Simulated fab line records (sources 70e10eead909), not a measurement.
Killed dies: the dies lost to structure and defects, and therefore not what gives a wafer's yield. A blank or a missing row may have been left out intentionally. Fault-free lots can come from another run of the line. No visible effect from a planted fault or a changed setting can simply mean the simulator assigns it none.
fab line records	flow nandHarc
record: lots: 13	wafers: 37	lastDay: 33
route steps=1302 shown A_BONDPAD@1216 END@1302
lots with no fault: from the same line, run without faults
startH: hours from the record's first day to the start of the lot's first wafer shown	waitH: how many hours have passed since the lot's step before this one	" as in the row above	L1.1+2: several wafers, shown together as one row	- either no value or no given start	* or withheld: withheld	< > ~ a bound
route shown NAME@n: a module of which the file shows steps, and the number in the route of the first	usual: average and standard deviation across the fault-free wafers	same: alike in all rows	chamber/n: place in a boat	sites: the reading at each site	_std_site: their standard deviation	_edge_site: inner sites' mean taken away from outer sites' mean	radiusMm: for every site, how far away it sits from the centre of the wafer	mask NAME#n: copy n	behind: the tool/chamber that last shaped the wafer	hold: why the lot went on hold/how many hours it stayed there/how the hold came to an end	device: transistor that didn't switch, given as n, p or np	end of line: the tests these same wafers got at the end of their route	step lacking rows: just its recipe	killed: at the first sort, the dies lost to defects and structure; wafer yield is something else	map: a wafer's dies, marking killed ones x, the rest . and places with no die _
set.NAME: the setting the step ran with; set.NAME@STEP: the setting that earlier step ran with	model.NAME: the simulator's own value behind a step, which no gauge read
steps of the route over a sample of lots; a table a step, a row a wafer
services: a tool's chamber out of use, with start hour (startH, from the record's first day; less than 0 if before it), hours out, and reason
== steps ==
step: NHARC_A_BONDPAD_OVL_MEAS_35
usual: overlayXNm: 3/5.8	overlayYNm: 0/6.3
lot.wafer	tool	chamber	startH	waitH	overlayXNm	overlayYNm
L866.1	overlay-01	-	563.68	-	2	5
L866.2	"	-	"	"	2	4
L866.5	"	-	"	"	2	5
L873.1	overlay-02	-	626.11	-	2	-9
L873.2	"	-	"	"	2	-8
L873.3	"	-	"	"	2	-9
L874.6	overlay-02	-	633.66	-	6	0
L875.2	overlay-02	-	645.04	-	0	-4
L875.4	"	-	"	"	1	-4
L875.6	"	-	"	"	1	-3
L876.1	overlay-02	-	658.35	-	2	4
L876.2	"	-	"	"	1	4
L876.6	"	-	"	"	2	4
L880.2	overlay-02	-	696.45	-	17	13
L880.3	"	-	"	"	16	13
L880.6	"	-	"	"	16	13
L879.1	overlay-02	-	697.48	-	-7	-1
L879.2	"	-	"	"	-6	-1
L879.3	"	-	"	"	-7	-1
L881.1	overlay-02	-	700.35	-	4	-7
L881.3	"	-	"	"	4	-6
L881.5	"	-	"	"	4	-6
L882.3	overlay-01	-	714.04	-	-2	-3
L882.5	"	-	"	"	-2	-2
L882.6	"	-	"	"	-2	-2
L883.1	overlay-02	-	722.51	-	-2	-4
L883.4	"	-	"	"	-2	-4
L883.5	"	-	"	"	-2	-4
L884.1	overlay-02	-	743.58	-	-6	-9
L884.4	"	-	"	"	-6	-8
L884.5	"	-	"	"	-6	-8
L885.4	overlay-02	-	746.31	-	0	6
L885.5	"	-	"	"	0	6
L885.6	"	-	"	"	0	6
L886.1	overlay-01	-	768.34	-	-5	5
L886.3	"	-	"	"	-5	5
L886.4	"	-	"	"	-5	5
step: NHARC_A_BONDPAD_DEGAS_25
recipe: tempC: 300	timeS: 60
usual: heaterPowerW: 469/40
lot.wafer	tool	chamber	startH	waitH	heaterPowerW
L866.2	pvdSputter-03	-	564.75	-	506
L866.1	"	-	"	"	441
L866.5	"	-	"	"	439
L873.2	pvdSputter-01	-	627.17	-	508
L873.3	"	-	"	"	471
L873.1	"	-	"	"	460
L874.6	pvdSputter-03	-	634.75	-	494
L875.2	pvdSputter-01	-	646.11	-	405
L875.4	"	-	"	"	475
L875.6	"	-	"	"	473
L876.2	pvdSputter-02	-	659.43	-	497
L876.1	"	-	"	"	518
L876.6	"	-	"	"	441
L880.2	pvdSputter-03	-	697.51	-	441
L880.3	"	-	"	"	487
L880.6	"	-	"	"	475
L879.2	pvdSputter-01	-	698.54	-	525
L879.3	"	-	"	"	483
L879.1	"	-	"	"	468
L881.1	pvdSputter-02	-	701.43	-	513
L881.3	"	-	"	"	397
L881.5	"	-	"	"	497
L882.3	pvdSputter-03	-	715.11	-	489
L882.6	"	-	"	"	430
L882.5	"	-	"	"	497
L883.1	pvdSputter-01	-	723.58	-	468
L883.4	"	-	"	"	519
L883.5	"	-	"	"	486
L884.4	pvdSputter-03	-	745.15	-	486
L884.1	"	-	"	"	456
L884.5	"	-	"	"	490
L885.4	pvdSputter-02	-	747.39	-	514
L885.5	"	-	"	"	492
L885.6	"	-	"	"	434
L886.3	pvdSputter-02	-	769.45	-	500
L886.4	"	-	"	"	439
L886.1	"	-	"	"	384
step: NHARC_A_BONDPAD_PVD_17
recipe: targetThkA: 50	biasV: 168.6	powerW: 15000	chamberPressurePa: 0.12	timeS: 8.06	substrateTempC: 50	material: TaN
usual: throttleValvePct: 30.4/0.78
lot.wafer	tool	chamber	startH	waitH	throttleValvePct
L866.2	pvdSputter-03	-	-	-	29.8
L866.1	"	-	"	"	30.4
L866.5	"	-	"	"	29.8
L873.3	pvdSputter-01	-	-	-	30.2
L873.1	"	-	"	"	31.1
L873.2	"	-	"	"	31.0
L874.6	pvdSputter-03	-	-	-	30.1
L875.2	pvdSputter-01	-	-	-	30.8
L875.4	"	-	"	"	31.1
L875.6	"	-	"	"	31.1
L876.1	pvdSputter-02	-	-	-	30.8
L876.2	"	-	"	"	32.2
L876.6	"	-	"	"	30.5
L880.3	pvdSputter-03	-	-	-	30.3
L880.2	"	-	"	"	29.7
L880.6	"	-	"	"	30.2
L879.3	pvdSputter-01	-	-	-	30.3
L879.2	"	-	"	"	31.1
L879.1	"	-	"	"	30.8
L881.3	pvdSputter-02	-	-	-	31.0
L881.1	"	-	"	"	32.3
L881.5	"	-	"	"	30.2
L882.3	pvdSputter-03	-	-	-	29.6
L882.5	"	-	"	"	30.0
L882.6	"	-	"	"	30.4
L883.1	pvdSputter-01	-	-	-	31.3
L883.4	"	-	"	"	31.0
L883.5	"	-	"	"	30.3
L884.4	pvdSputter-03	-	-	-	29.0
L884.1	"	-	"	"	30.1
L884.5	"	-	"	"	29.1
L885.4	pvdSputter-02	-	-	-	30.6
L885.5	"	-	"	"	32.3
L885.6	"	-	"	"	30.6
L886.1	pvdSputter-02	-	-	-	30.4
L886.3	"	-	"	"	31.0
L886.4	"	-	"	"	32.4
step: NHARC_A_BONDPAD_ECD_18
recipe: targetThkA: 4000	bathTempC: 25	material: Cu
lot.wafer	tool	chamber	startH	waitH
L866.2+1+5	ecdCu-01	0,1,0	565.12	-
L873.1+2+3	ecdCu-01	1,0,0	627.53	-
L874.6	ecdCu-01	0	635.28	-
L875.2+4+6	ecdCu-02	0,0,1	646.47	-
L876.1+2+6	ecdCu-02	0,1,0	659.79	-
L880.2+3+6	ecdCu-02	0,1,0	697.87	-
L879.1+2+3	ecdCu-02	1,0,1	698.92	-
L881.1+3+5	ecdCu-01	1,0,0	701.80	-
L882.3+6+5	ecdCu-02	0,1,0	715.73	-
L883.1+4+5	ecdCu-02	1,0,1	723.98	-
L884.1+4+5	ecdCu-02	1,0,0	745.51	-
L885.4+6+5	ecdCu-02	0,1,0	747.88	-
L886.1+4+3	ecdCu-01	0,1,0	769.87	-
step: NHARC_A_BONDPAD_THK_MEAS_20
recipe: thkMeasGauge: xrf
usual: thkNm: 170.0/1.6
lot.wafer	tool	chamber	startH	waitH	hold	thkNm
L866.1	filmMetro-01	-	566.17	-	-	168.0
L866.2	"	-	"	"	-	171.1
L866.5	"	-	"	"	-	172.6
L873.1	filmMetro-02	-	628.57	-	awaitDispo/0.2h/release	168.5
L873.2	"	-	"	"	awaitDispo/0.2h/release	120.2
L873.3	"	-	"	"	awaitDispo/0.2h/release	121.9
L873.1	filmMetro-02	-	628.74	0.2	-	169.2
L873.2	"	-	"	"	-	121.4
L873.3	"	-	"	"	-	120.8
L874.6	filmMetro-02	-	636.12	-	awaitDispo/0.2h/release	120.9
L874.6	filmMetro-02	-	636.29	0.2	-	121.9
L875.2	filmMetro-01	-	647.51	-	-	171.1
L875.4	"	-	"	"	-	168.9
L875.6	"	-	"	"	-	169.3
L876.1	filmMetro-02	-	660.84	-	-	171.6
L876.2	"	-	"	"	-	171.5
L876.6	"	-	"	"	-	171.8
L880.2	filmMetro-01	-	698.91	-	-	173.9
L880.3	"	-	"	"	-	169.9
L880.6	"	-	"	"	-	171.2
L879.1	filmMetro-01	-	699.96	-	-	172.9
L879.2	"	-	"	"	-	171.0
L879.3	"	-	"	"	-	172.5
L881.1	filmMetro-01	-	702.85	-	-	169.0
L881.3	"	-	"	"	-	170.7
L881.5	"	-	"	"	-	167.7
L882.3	filmMetro-02	-	716.64	-	-	171.8
L882.5	"	-	"	"	-	170.4
L882.6	"	-	"	"	-	171.8
L883.1	filmMetro-01	-	724.97	-	-	167.4
L883.4	"	-	"	"	-	169.6
L883.5	"	-	"	"	-	171.8
L884.1	filmMetro-02	-	746.55	-	-	168.6
L884.4	"	-	"	"	-	169.7
L884.5	"	-	"	"	-	169.8
L885.4	filmMetro-02	-	748.77	-	-	170.7
L885.5	"	-	"	"	-	169.8
L885.6	"	-	"	"	-	170.1
L886.1	filmMetro-02	-	770.86	-	-	170.4
L886.3	"	-	"	"	-	169.5
L886.4	"	-	"	"	-	172.0
step: NHARC_END_SORT_01
recipe: tempC: 25
usual: defectLimitedYield: 91.2/2.6	killedAtArray: 55/17	killedAtOther: 0.9/1.2	killedAtPeriphery: 3.7/2.5	killedDies: 59/18	killedOpen: 3.4/1.9	killedShort: 2.6/1.6	sort_bin_2_pct: 3.1/1.2	sort_bin_3_pct: 0.7/0.4	sort_bin_4_pct: 4.9/1.4	sortNPass: 618/18	sortRimYieldPct: 93/3.7	sortYieldPct: 91.2/2.6
same: grossDies: 677	sort_bin_5_pct[%]: 0	sort_bin_6_pct[%]: 0	sort_bin_7_pct[%]: 0	sort_bin_8_pct[%]: 0	sortRimNGross: 106.00
lot.wafer	tool	chamber	startH	waitH	hold	defectLimitedYield[%]	killedAtArray	killedAtOther	killedAtPeriphery	killedDies	killedOpen	killedShort	sort_bin_2_pct[%]	sort_bin_3_pct[%]	sort_bin_4_pct[%]	sortNPass	sortRimYieldPct[%]	sortYieldPct[%]
L866.1	prober-01	0	631.66	2.5	-	89.8	61	2	6	69	4	0	4.4	0.7	5.0	608	91	89.8
L866.2	prober-01	0	632.45	2.8	-	90.1	57	4	6	67	3	0	3.5	1.3	5.0	610	92	90.1
L866.5	prober-01	0	634.83	3.7	-	90.7	56	4	3	63	0	2	3.2	1.2	4.9	614	98	90.7
L873.1	prober-02	0	665.49	2.5	awaitDispo/4.8h/release	94.4	37	0	1	38	2	3	1.9	0.4	3.2	639	96	94.4
L873.2	prober-02	0	666.30	2.8	awaitDispo/4.8h/release	0	670	2	5	677	4	4	96.6	0.1	3.2	0	0	0
L873.3	prober-02	0	667.10	3.1	awaitDispo/4.8h/release	0	674	0	3	677	3	1	96.6	0.4	3.0	0	0	0
L874.6	prober-01	0	677.22	4.0	awaitDispo/2.7h/release	0	665	0	12	677	1	2	92.3	1.0	6.6	0	0	0
L875.2	prober-02	0	678.98	2.8	-	90.7	63	0	0	63	2	3	4.1	0.7	4.4	614	95	90.7
L875.4	prober-02	0	680.62	3.5	-	90.0	64	0	4	68	0	1	3.5	0.9	5.6	609	90	90.0
L875.6	prober-02	0	682.25	4.1	-	91.0	54	1	6	61	4	0	3.7	0.4	4.9	616	91	91.0
L876.1	prober-01	0	690.52	2.5	-	90.5	60	2	2	64	1	0	2.5	1.6	5.3	613	96	90.5
L876.2	prober-01	0	691.32	2.8	-	89.4	67	3	2	72	6	4	4.0	0.3	6.4	605	91	89.4
L876.6	prober-01	0	694.54	4.0	-	91.7	55	0	1	56	2	2	2.1	1.0	5.2	621	100	91.7
L881.1	prober-02	0	731.48	2.5	-	90.7	59	0	4	63	6	2	3.5	0.4	5.3	614	98	90.7
L881.3	prober-02	0	733.09	3.1	-	91.4	54	0	4	58	2	6	3.4	1.0	4.1	619	95	91.4
L881.5	prober-02	0	734.71	3.7	-	92.0	50	0	4	54	4	4	2.2	0.4	5.3	623	96	92.0
L880.2	prober-01	0	732.19	2.8	-	86.6	87	0	4	91	3	3	5.2	0.1	8.1	586	96	86.6
L880.3	prober-01	0	732.99	3.1	-	90.0	65	0	3	68	1	1	4.0	0.6	5.5	609	92	90.0
L880.6	prober-01	0	735.39	4.0	-	88.2	76	0	4	80	6	2	3.4	1.5	6.9	597	87	88.2
L879.1	prober-01	0	739.18	2.5	-	89.8	60	2	7	69	7	1	3.1	0.9	6.2	608	92	89.8
L879.2	prober-01	0	739.97	2.8	-	93.6	38	0	5	43	6	2	2.2	0.6	3.5	634	88	93.6
L879.3	prober-01	0	740.77	3.1	-	91.3	50	1	8	59	4	4	3.2	0.4	5.0	618	92	91.3
L882.3	prober-02	0	745.56	3.1	-	86.0	89	1	5	95	5	8	4.7	1.0	8.3	582	94	86.0
L882.5	prober-02	0	747.17	3.7	-	89.2	72	0	1	73	0	4	3.5	1.5	5.8	604	87	89.2
L882.6	prober-02	0	747.98	4.0	-	87.1	82	0	5	87	5	6	3.7	1.6	7.5	590	94	87.1
L883.1	prober-01	0	752.61	2.5	-	90.3	60	0	6	66	4	1	4.0	0.7	5.0	611	94	90.3
L883.4	prober-01	0	755.00	3.4	-	95.0	28	1	5	34	1	2	2.1	0.3	2.7	643	90	95.0
L883.5	prober-01	0	755.80	3.7	-	95.0	32	0	2	34	2	1	2.1	0.1	2.8	643	88	95.0
L884.1	prober-02	0	778.83	2.5	-	94.4	31	2	5	38	5	2	1.3	0.3	4.0	639	93	94.4
L884.4	prober-02	0	781.22	3.4	-	93.6	40	2	1	43	4	0	1.3	0.4	4.6	634	96	93.6
L884.5	prober-02	0	782.02	3.7	-	93.9	35	4	2	41	4	3	1.8	0.4	3.8	636	87	93.9
L885.4	prober-01	0	781.26	3.4	-	89.7	66	1	3	70	4	3	4.4	0.6	5.3	607	91	89.7
L885.5	prober-01	0	782.07	3.7	-	89.1	70	1	3	74	3	2	5.0	0.3	5.6	603	88	89.1
L885.6	prober-01	0	782.88	4.1	-	89.1	69	0	5	74	4	5	4.0	1.0	5.9	603	90	89.1
L886.1	prober-01	0	798.52	2.5	-	95.3	30	0	2	32	3	3	1.6	0.4	2.7	645	91	95.3
L886.3	prober-01	0	800.12	3.1	-	94.7	34	1	1	36	3	3	1.8	0.3	3.2	641	91	94.7
L886.4	prober-01	0	800.92	3.4	-	92.9	47	0	1	48	2	4	2.7	0.3	4.1	629	100	92.9
killed by level:class
L866.1 A_CHANNEL_HOLE_D2:chamberFilmFlake=31 A_SLIT:chamberFilmFlake=17 A_STAIRCASE:chamberFilmFlake=4 A_CHANNEL_HOLE_D1:chamberFilmFlake=3 A_CONTACT:chamberFilmFlake=3 P_M1:chamberFilmFlake=2 THIN_TSV:chamberFilmFlake=2 P_M0:geometricParticle:open=1
L866.2 A_CHANNEL_HOLE_D2:chamberFilmFlake=25 A_SLIT:chamberFilmFlake=23 A_STAIRCASE:chamberFilmFlake=4 THIN_TSV:chamberFilmFlake=4 P_M1:chamberFilmFlake=2 P_CONTACT:geometricParticle:open=1 P_BONDPAD:geometricParticle:open=1 A_DECK1_JOINT:geometricParticle:open=1
L866.5 A_CHANNEL_HOLE_D2:chamberFilmFlake=24 A_SLIT:chamberFilmFlake=22 THIN_TSV:chamberFilmFlake=4 P_M1:chamberFilmFlake=2 A_CHANNEL_HOLE_D1:chamberFilmFlake=2 A_DECK1_JOINT:chamberFilmFlake=2 A_STAIRCASE:chamberFilmFlake=2 A_CONTACT:chamberFilmFlake=2
L873.1 A_CHANNEL_HOLE_D2:chamberFilmFlake=20 A_CHANNEL_HOLE_D1:chamberFilmFlake=3 A_ZERO_WELL:chamberFilmFlake=2 A_STAIRCASE:chamberFilmFlake=2 A_CONTACT:chamberFilmFlake=2 A_ONON_D2:geometricParticle:short=1 A_CHANNEL_HOLE_D2:geometricParticle:short=1 A_CHANNEL_HOLE_D2:geometricParticle:open=1
L873.2 A_BONDPAD:areaEcd=640 A_CHANNEL_HOLE_D2:chamberFilmFlake=11 A_STAIRCASE:chamberFilmFlake=5 P_ZERO_WELL:chamberFilmFlake=4 A_CHANNEL_HOLE_D1:chamberFilmFlake=4 A_ZERO_WELL:chamberFilmFlake=3 A_SGD_CUT:geometricParticle:short=2 P_M0:geometricParticle:short=1
L873.3 A_BONDPAD:areaEcd=645 A_CHANNEL_HOLE_D2:chamberFilmFlake=10 A_CHANNEL_HOLE_D1:chamberFilmFlake=8 A_ZERO_WELL:chamberFilmFlake=3 A_SLIT:chamberFilmFlake=3 A_STAIRCASE:chamberFilmFlake=2 P_CONTACT:geometricParticle:open=1 A_CONTACT:geometricParticle:open=1
L874.6 A_BONDPAD:areaEcd=608 A_CHANNEL_HOLE_D1:chamberFilmFlake=31 P_STI:chamberFilmFlake=9 A_STAIRCASE:chamberFilmFlake=9 A_CHANNEL_FILL_D1:chamberFilmFlake=4 A_CONTACT:chamberFilmFlake=4 P_ZERO_WELL:chamberFilmFlake=2 A_SLIT:chamberFilmFlake=2
L875.2 A_CHANNEL_HOLE_D1:chamberFilmFlake=32 A_CHANNEL_HOLE_D2:chamberFilmFlake=12 A_SGD_CUT:chamberFilmFlake=7 A_STAIRCASE:chamberFilmFlake=4 A_ONON_D2:geometricParticle:short=1 A_CHANNEL_FILL_D2:geometricParticle:short=1 A_CHANNEL_FILL_D2:geometricParticle:open=1 A_SGD_CUT:geometricParticle:open=1
L875.4 A_CHANNEL_HOLE_D1:chamberFilmFlake=36 A_CHANNEL_HOLE_D2:chamberFilmFlake=16 A_SLIT:chamberFilmFlake=3 A_STAIRCASE:chamberFilmFlake=3 P_ZERO_WELL:chamberFilmFlake=2 P_CONTACT:chamberFilmFlake=2 A_SGD_CUT:chamberFilmFlake=2 A_CONTACT:chamberFilmFlake=2
L875.6 A_CHANNEL_HOLE_D1:chamberFilmFlake=29 A_CHANNEL_HOLE_D2:chamberFilmFlake=12 A_STAIRCASE:chamberFilmFlake=6 P_CONTACT:chamberFilmFlake=4 A_WL_FILL:geometricParticle:open=2 P_M0:geometricParticle:open=1 A_ONON_D1:geometricParticle:open=1 P_ZERO_WELL:chamberFilmFlake=1
L876.1 A_CHANNEL_HOLE_D1:chamberFilmFlake=33 A_CHANNEL_HOLE_D2:chamberFilmFlake=18 A_ZERO_WELL:chamberFilmFlake=3 A_STAIRCASE:chamberFilmFlake=3 THIN_TSV:chamberFilmFlake=2 A_WL_FILL:geometricParticle:open=1 P_ZERO_WELL:chamberFilmFlake=1 P_M0:chamberFilmFlake=1
L876.2 A_CHANNEL_HOLE_D1:chamberFilmFlake=30 A_CHANNEL_HOLE_D2:chamberFilmFlake=13 A_CONTACT:chamberFilmFlake=5 A_BLC:geometricParticle:open=3 A_BLC:chamberFilmFlake=3 A_STAIRCASE:chamberFilmFlake=3 THIN_TSV:chamberFilmFlake=3 A_SLIT:chamberFilmFlake=2
L876.6 A_CHANNEL_HOLE_D1:chamberFilmFlake=28 A_CHANNEL_HOLE_D2:chamberFilmFlake=15 A_STAIRCASE:chamberFilmFlake=4 P_M1:geometricParticle:open=1 A_SOURCE_PLATE:geometricParticle:open=1 A_CHANNEL_HOLE_D1:geometricParticle:short=1 A_DECK1_JOINT:geometricParticle:short=1 A_DECK1_JOINT:chamberFilmFlake=1
L881.1 A_CHANNEL_HOLE_D1:chamberFilmFlake=37 A_SLIT:chamberFilmFlake=5 A_STAIRCASE:chamberFilmFlake=4 A_CHANNEL_FILL_D1:chamberFilmFlake=3 A_WL_FILL:geometricParticle:open=2 P_M1:chamberFilmFlake=2 A_DECK1_JOINT:chamberFilmFlake=2 A_CONTACT:chamberFilmFlake=2
L880.2 A_CHANNEL_HOLE_D1:chamberFilmFlake=35 A_CHANNEL_HOLE_D2:chamberFilmFlake=22 A_BLC:chamberFilmFlake=9 A_SLIT:chamberFilmFlake=5 A_CONTACT:chamberFilmFlake=4 A_CHANNEL_FILL_D2:chamberFilmFlake=3 A_STAIRCASE:chamberFilmFlake=3 A_ONON_D1:geometricParticle:open=2
L880.3 A_CHANNEL_HOLE_D1:chamberFilmFlake=36 A_CHANNEL_HOLE_D2:chamberFilmFlake=18 A_BLC:chamberFilmFlake=4 A_CONTACT:chamberFilmFlake=3 P_M1:chamberFilmFlake=2 A_CHANNEL_FILL_D1:geometricParticle:short=1 A_CHANNEL_FILL_D2:geometricParticle:open=1 P_STI:chamberFilmFlake=1
L881.3 A_CHANNEL_HOLE_D1:chamberFilmFlake=32 A_CONTACT:chamberFilmFlake=4 A_SLIT:chamberFilmFlake=3 A_CHANNEL_FILL_D2:geometricParticle:short=2 A_WL_FILL:geometricParticle:short=2 P_M1:chamberFilmFlake=2 A_CHANNEL_FILL_D1:chamberFilmFlake=2 A_DECK1_JOINT:chamberFilmFlake=2
L881.5 A_CHANNEL_HOLE_D1:chamberFilmFlake=32 A_CONTACT:chamberFilmFlake=4 A_DECK1_JOINT:geometricParticle:short=2 A_BLC:chamberFilmFlake=2 A_CHANNEL_HOLE_D2:chamberFilmFlake=2 P_CONTACT:geometricParticle:open=1 A_CHANNEL_FILL_D1:geometricParticle:open=1 A_DECK1_JOINT:geometricParticle:open=1
L880.6 A_CHANNEL_HOLE_D1:chamberFilmFlake=34 A_CHANNEL_HOLE_D2:chamberFilmFlake=18 A_CONTACT:chamberFilmFlake=9 A_SLIT:chamberFilmFlake=3 A_STAIRCASE:chamberFilmFlake=3 A_BLC:chamberFilmFlake=3 A_DECK1_JOINT:geometricParticle:open=2 P_GATE:geometricParticle:open=1
L879.1 A_SLIT:chamberFilmFlake=33 A_CHANNEL_HOLE_D1:chamberFilmFlake=8 A_CHANNEL_HOLE_D2:chamberFilmFlake=5 P_CONTACT:geometricParticle:open=3 A_CONTACT:chamberFilmFlake=3 P_M1:chamberFilmFlake=2 A_DECK1_JOINT:chamberFilmFlake=2 A_WL_FILL:chamberFilmFlake=2
L879.2 A_SLIT:chamberFilmFlake=16 A_CHANNEL_HOLE_D1:chamberFilmFlake=5 P_GATE:chamberFilmFlake=3 A_CONTACT:chamberFilmFlake=3 A_CHANNEL_HOLE_D2:chamberFilmFlake=2 A_WL_FILL:chamberFilmFlake=2 A_ONON_D1:geometricParticle:short=1 A_CHANNEL_FILL_D1:geometricParticle:short=1
L879.3 A_SLIT:chamberFilmFlake=26 A_CHANNEL_HOLE_D1:chamberFilmFlake=8 A_CONTACT:chamberFilmFlake=4 P_GATE:chamberFilmFlake=3 A_CHANNEL_HOLE_D2:chamberFilmFlake=3 P_M1:chamberFilmFlake=2 A_STAIRCASE:chamberFilmFlake=2 P_STI:geometricParticle:open=1
L882.3 A_SLIT:chamberFilmFlake=32 A_CHANNEL_HOLE_D1:chamberFilmFlake=27 A_CONTACT:chamberFilmFlake=10 A_STAIRCASE:chamberFilmFlake=7 A_CHANNEL_FILL_D1:geometricParticle:short=3 A_ONON_D2:geometricParticle:short=2 P_GATE:geometricParticle:short=1 P_CONTACT:geometricParticle:open=1
L882.5 A_CHANNEL_HOLE_D1:chamberFilmFlake=34 A_SLIT:chamberFilmFlake=22 A_CONTACT:chamberFilmFlake=7 A_STAIRCASE:chamberFilmFlake=3 A_WL_FILL:chamberFilmFlake=2 P_M2:geometricParticle:short=1 A_ONON_D1:geometricParticle:short=1 A_CHANNEL_FILL_D1:geometricParticle:short=1
L882.6 A_SLIT:chamberFilmFlake=27 A_CHANNEL_HOLE_D1:chamberFilmFlake=26 A_STAIRCASE:chamberFilmFlake=9 A_CONTACT:chamberFilmFlake=8 A_CHANNEL_FILL_D1:geometricParticle:short=2 P_GATE:chamberFilmFlake=2 P_STI:geometricParticle:short=1 P_GATE:geometricParticle:open=1
L883.1 A_SLIT:chamberFilmFlake=39 A_CHANNEL_HOLE_D1:chamberFilmFlake=8 A_CONTACT:chamberFilmFlake=7 P_M1:chamberFilmFlake=3 A_CONTACT:geometricParticle:open=2 P_CONTACT:geometricParticle:open=1 A_ONON_D1:geometricParticle:open=1 A_WL_FILL:geometricParticle:short=1
L883.4 A_SLIT:chamberFilmFlake=16 A_CHANNEL_HOLE_D1:chamberFilmFlake=8 P_M1:chamberFilmFlake=4 A_CONTACT:chamberFilmFlake=2 P_CONTACT:geometricParticle:open=1 A_WL_FILL:geometricParticle:short=1 STARTING-WAFER:geometricParticle:short=1 A_CHANNEL_HOLE_D2:chamberFilmFlake=1
L883.5 A_SLIT:chamberFilmFlake=20 A_CHANNEL_HOLE_D1:chamberFilmFlake=4 A_CONTACT:chamberFilmFlake=4 P_M1:chamberFilmFlake=2 A_CHANNEL_FILL_D2:geometricParticle:short=1 A_CHANNEL_FILL_D2:geometricParticle:open=1 A_CONTACT:geometricParticle:open=1 A_CHANNEL_FILL_D2:chamberFilmFlake=1
L884.1 A_CHANNEL_HOLE_D1:chamberFilmFlake=10 A_SLIT:chamberFilmFlake=9 P_M1:chamberFilmFlake=2 A_DECK1_JOINT:chamberFilmFlake=2 A_STAIRCASE:chamberFilmFlake=2 A_CONTACT:chamberFilmFlake=2 HYBRID_BOND:chamberFilmFlake=2 P_GATE:geometricParticle:open=1
L884.4 A_CHANNEL_HOLE_D1:chamberFilmFlake=18 A_SLIT:chamberFilmFlake=9 A_CONTACT:chamberFilmFlake=4 A_DECK1_JOINT:chamberFilmFlake=2 A_STAIRCASE:chamberFilmFlake=2 HYBRID_BOND:chamberFilmFlake=2 P_M1:geometricParticle:open=1 A_CHANNEL_FILL_D1:geometricParticle:open=1
L885.4 A_SLIT:chamberFilmFlake=35 A_CHANNEL_HOLE_D2:chamberFilmFlake=16 A_CHANNEL_HOLE_D1:chamberFilmFlake=5 A_CONTACT:chamberFilmFlake=4 P_CONTACT:geometricParticle:open=2 A_ONON_D1:geometricParticle:open=2 A_ONON_D2:geometricParticle:short=2 A_SOURCE_PLATE:geometricParticle:short=1
L884.5 A_CHANNEL_HOLE_D1:chamberFilmFlake=11 A_SLIT:chamberFilmFlake=8 A_DECK1_JOINT:chamberFilmFlake=4 A_CHANNEL_FILL_D1:geometricParticle:open=2 A_STAIRCASE:chamberFilmFlake=2 A_CONTACT:chamberFilmFlake=2 HYBRID_BOND:chamberFilmFlake=2 THIN_TSV:chamberFilmFlake=2
L885.5 A_CHANNEL_HOLE_D2:chamberFilmFlake=26 A_SLIT:chamberFilmFlake=19 A_CHANNEL_HOLE_D1:chamberFilmFlake=11 A_CONTACT:chamberFilmFlake=6 A_DECK1_JOINT:chamberFilmFlake=3 P_STI:chamberFilmFlake=2 P_BONDPAD:geometricParticle:open=1 A_CHANNEL_FILL_D1:geometricParticle:short=1
L885.6 A_SLIT:chamberFilmFlake=31 A_CHANNEL_HOLE_D2:chamberFilmFlake=17 A_CHANNEL_HOLE_D1:chamberFilmFlake=8 A_ONON_D2:geometricParticle:short=2 A_ONON_D2:geometricParticle:open=2 P_STI:chamberFilmFlake=2 A_CONTACT:chamberFilmFlake=2 P_GATE:geometricParticle:open=1
L886.1 A_SLIT:chamberFilmFlake=18 P_M0:geometricParticle:open=2 A_ONON_D2:geometricParticle:short=2 A_CHANNEL_HOLE_D2:chamberFilmFlake=2 A_WL_FILL:chamberFilmFlake=2 A_WL_FILL:geometricParticle:short=1 A_M1:geometricParticle:open=1 A_ZERO_WELL:chamberFilmFlake=1
L886.3 A_SLIT:chamberFilmFlake=20 A_WL_FILL:geometricParticle:short=2 A_CHANNEL_HOLE_D1:chamberFilmFlake=2 A_STAIRCASE:chamberFilmFlake=2 A_WL_FILL:chamberFilmFlake=2 P_M0:geometricParticle:open=1 A_CHANNEL_FILL_D1:geometricParticle:short=1 A_CHANNEL_FILL_D2:geometricParticle:open=1
L886.4 A_SLIT:chamberFilmFlake=32 A_CONTACT:chamberFilmFlake=5 A_CHANNEL_HOLE_D1:geometricParticle:short=2 A_CHANNEL_HOLE_D2:chamberFilmFlake=2 A_CHANNEL_FILL_D1:geometricParticle:open=1 A_CHANNEL_FILL_D1:geometricParticle:short=1 A_CHANNEL_FILL_D2:geometricParticle:open=1 A_WL_FILL:geometricParticle:short=1
== services ==
tool	chamber	startH	hours	kind
pvdSputter-03	-	554.89	0.7	repair
pvdSputter-01	-	582.00	10.0	pm
pvdSputter-03	-	590.50	1.5	repair
ecdCu-02	-	596.04	8.0	pm
pvdSputter-02	-	606.32	2.5	repair
ecdCu-01	-	614.85	2.6	repair
pvdSputter-01	-	625.73	0.6	repair
pvdSputter-02	-	638.00	10.0	pm
pvdSputter-02	-	668.98	7.1	repair
ecdCu-02	-	672.05	9.7	repair
ecdCu-01	-	688.11	8.0	pm
pvdSputter-03	-	704.00	10.0	pm
pvdSputter-03	-	737.57	5.9	repair
pvdSputter-01	-	740.82	4.2	repair
pvdSputter-01	-	760.00	10.0	pm
ecdCu-02	-	768.13	1.1	repair
== key ==
firstSign: step: NHARC_A_BONDPAD_THK_MEAS_20	reading: visit	direction: added
effect: step: NHARC_A_BONDPAD_THK_MEAS_20	reading: thkNm	direction: down	sigmas: 30	usual: 170.0	struck: 121.0
effect: step: NHARC_END_SORT_01	reading: sort_bin_2_pct	direction: up	sigmas: 80	usual: 3.1	struck: 95.2
moreKillsBornAt: NHARC_A_BONDPAD_ECD_18@ecdCu-01: 1893
metAt NHARC_A_BONDPAD_ECD_18
struckLots L873,L874
struckWafers L873.2,L873.3,L874.6
laterRowsLeftOut L873.2,L873.3,L874.6
notActingAt NHARC_A_BONDPAD_OVL_MEAS_35,NHARC_A_BONDPAD_DEGAS_25,NHARC_A_BONDPAD_PVD_17
onsetBetween 565.12 627.53
fault: kind: processParameterDrift	tool: ecdCu-01	chamber: 0	onsetH: 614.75	steps: NHARC_A_BONDPAD_ECD_18	channel: targetThkA	offset: *	shape: step	endH: 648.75	actsIn: *	stated: *
laterRowsLeftOut: the simulator's readings of these wafers behind a module that went badly wrong aren't trusted and aren't shown, but for the sort
